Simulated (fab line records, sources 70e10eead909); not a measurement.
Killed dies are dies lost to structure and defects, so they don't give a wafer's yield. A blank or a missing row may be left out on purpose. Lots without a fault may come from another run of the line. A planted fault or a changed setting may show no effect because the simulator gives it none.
Which tool did it? | flow nand_harc | 13 lots, 39 wafers sampled, at 5 steps of a route of 1159

WHAT THE GAUGES READ, wafer by wafer
NHARC_END_SORT_01.
lot  | measured     | on        | killed_at_array | killed_at_other | killed_at_periphery | killed_dies | killed_open | killed_short
L202 | day 23 20:19 | prober-01 | 36 673 37       | 2 0 2           | 2 3 2               | 40 676 41   | 2 2 2       | 1 3 0

WHICH TOOL RAN EACH LOT (tool, then ch and the chambers of the sampled wafers, then the start)
lot  | NHARC_A_CONTACT_DEP_29          | NHARC_A_BONDPAD_PRE_CLEAN_26            | NHARC_A_BONDPAD_ANNEAL_28        | NHARC_THIN_TSV_PRE_CLEAN_54
L185 | pecvd-01 ch 0,1,2, day 16 01:46 | pvd_sputter-01, day 18 07:41 or earlier | rtp_anneal-02 ch 0, day 18 07:41 | pvd_sputter-01, day 19 04:20
L186 | pecvd-01 ch 0,1, day 16 11:58   | pvd_sputter-02, day 18 20:25 or earlier | rtp_anneal-02 ch 0, day 18 20:25 | pvd_sputter-02, day 19 17:27
L188 | pecvd-01 ch 1,2, day 16 13:16   | pvd_sputter-01, day 18 20:09 or earlier | rtp_anneal-01 ch 0, day 18 20:09 | pvd_sputter-01, day 19 15:50
L187 | pecvd-04 ch 0,1,2, day 17 07:52 | pvd_sputter-01, day 19 00:41 or earlier | rtp_anneal-01 ch 0, day 19 00:41 | pvd_sputter-01, day 19 21:44
L190 | pecvd-03 ch 0,1,2, day 17 19:12 | pvd_sputter-03, day 19 21:08 or earlier | rtp_anneal-02 ch 0, day 19 21:08 | pvd_sputter-01, day 20 18:13
L191 | pecvd-01 ch 0,1,2, day 17 21:29 | pvd_sputter-02, day 19 21:45 or earlier | rtp_anneal-01 ch 0, day 19 21:45 | pvd_sputter-03, day 20 19:02
L193 | pecvd-04 ch 1,2, day 18 13:08   | pvd_sputter-01, day 20 02:59 or earlier | rtp_anneal-02 ch 0, day 20 02:59 | pvd_sputter-03, day 20 21:55
L194 | pecvd-04 ch 0,1, day 18 13:19   | pvd_sputter-02, day 20 03:24 or earlier | rtp_anneal-02 ch 0, day 20 03:24 | pvd_sputter-03, day 21 00:04
L196 | pecvd-04 ch 0,2, day 18 22:58   | pvd_sputter-01, day 20 20:12 or earlier | rtp_anneal-02 ch 0, day 20 20:12 | pvd_sputter-03, day 21 16:28
L204 | pecvd-04 ch 1,2, day 20 05:23   | pvd_sputter-02, day 22 04:34 or earlier | rtp_anneal-01 ch 0, day 22 04:34 | pvd_sputter-01, day 23 02:32
L202 | pecvd-01 ch 0,2, day 20 10:57   | pvd_sputter-03, day 22 14:40 or earlier | rtp_anneal-01 ch 0, day 22 14:40 | pvd_sputter-03, day 23 10:30
L205 | pecvd-04 ch 0,1,2, day 21 10:22 | pvd_sputter-01, day 23 01:02 or earlier | rtp_anneal-02 ch 0, day 23 01:02 | pvd_sputter-02, day 23 21:11
L206 | pecvd-03 ch 0,1,2, day 22 01:03 | pvd_sputter-03, day 23 17:02 or earlier | rtp_anneal-01 ch 0, day 23 17:02 | pvd_sputter-03, day 24 11:26
- NHARC_A_CONTACT_DEP_29: deposits SiON, target thk 70 nm.
- NHARC_A_BONDPAD_PRE_CLEAN_26: time 30 s.
- NHARC_A_BONDPAD_ANNEAL_28: time 90 s.
- NHARC_THIN_TSV_PRE_CLEAN_54: time 30 s.

WHAT THE TOOLS THEMSELVES READ (means of the sampled wafers that have a number; where no wafer has one, the mark that the record gives instead)
NHARC_A_CONTACT_DEP_29.
lot  | tool     | heater_power_w (W)
L185 | pecvd-01 | 701
L186 | pecvd-01 | 797
L188 | pecvd-01 | 610
L187 | pecvd-04 | 743
L190 | pecvd-03 | 783
L191 | pecvd-01 | 681
L193 | pecvd-04 | 758
L194 | pecvd-04 | 745
L196 | pecvd-04 | 731
L204 | pecvd-04 | 691
L202 | pecvd-01 | 683
L205 | pecvd-04 | 711
L206 | pecvd-03 | 785

NHARC_A_BONDPAD_PRE_CLEAN_26.
lot  | tool           | heater_power_w (W)
L185 | pvd_sputter-01 | 430
L186 | pvd_sputter-02 | 436
L188 | pvd_sputter-01 | 392
L187 | pvd_sputter-01 | 392
L190 | pvd_sputter-03 | 415
L191 | pvd_sputter-02 | 425
L193 | pvd_sputter-01 | 368
L194 | pvd_sputter-02 | 430
L196 | pvd_sputter-01 | 389
L204 | pvd_sputter-02 | 424
L202 | pvd_sputter-03 | 416
L205 | pvd_sputter-01 | 409
L206 | pvd_sputter-03 | 418

NHARC_A_BONDPAD_ANNEAL_28.
lot  | tool          | anneal_temp_c (C) | wafer_temp_C_max
L185 | rtp_anneal-02 | 224.95            | 225.8
L186 | rtp_anneal-02 | 224.99            | 226.0
L188 | rtp_anneal-01 | 225.16            | 226.0
L187 | rtp_anneal-01 | 224.79            | 226.1
L190 | rtp_anneal-02 | 225.01            | 225.9
L191 | rtp_anneal-01 | 224.93            | 226.3
L193 | rtp_anneal-02 | 225.01            | 225.8
L194 | rtp_anneal-02 | 224.92            | 226.0
L196 | rtp_anneal-02 | 224.99            | 225.7
L204 | rtp_anneal-01 | 224.96            | 226.3
L202 | rtp_anneal-01 | 225.05            | 226.0
L205 | rtp_anneal-02 | 224.71            | 226.0
L206 | rtp_anneal-01 | 224.99            | 225.9

NHARC_THIN_TSV_PRE_CLEAN_54.
lot  | tool           | heater_power_w (W)
L185 | pvd_sputter-01 | 389
L186 | pvd_sputter-02 | 436
L188 | pvd_sputter-01 | 404
L187 | pvd_sputter-01 | 398
L190 | pvd_sputter-01 | 383
L191 | pvd_sputter-03 | 409
L193 | pvd_sputter-03 | 423
L194 | pvd_sputter-03 | 422
L196 | pvd_sputter-03 | 409
L204 | pvd_sputter-01 | 373
L202 | pvd_sputter-03 | 426
L205 | pvd_sputter-02 | 446
L206 | pvd_sputter-03 | 413

THE ANSWER, worked out from the rows above alone
Rule: what is usual is taken from the lots themselves. Put in order of their means at a reading, lots are off if they are a third of the lots or fewer, leave a main group of 4 or more, and stand apart from it by a gap of 3 or more times the standard deviation of the main group's means; of several such gaps the widest counts. A main group whose means are all the same, to the digits that the tables above print for the reading, isn't used. A lot without any number at a reading at which 4 lots or more have one is off too. The other lots that the step has rows for count as sound. The gauges are gone through in route order, then the tools' own readings, and for those a lot's mean is taken as printed above. The first step at which some lot is off is used, and at that step the reading that is off furthest; a lot without a number counts as furthest.
No lot is off at any reading shown: from this, nothing can be told.

WHAT THE SIMULATOR HAD PUT IN
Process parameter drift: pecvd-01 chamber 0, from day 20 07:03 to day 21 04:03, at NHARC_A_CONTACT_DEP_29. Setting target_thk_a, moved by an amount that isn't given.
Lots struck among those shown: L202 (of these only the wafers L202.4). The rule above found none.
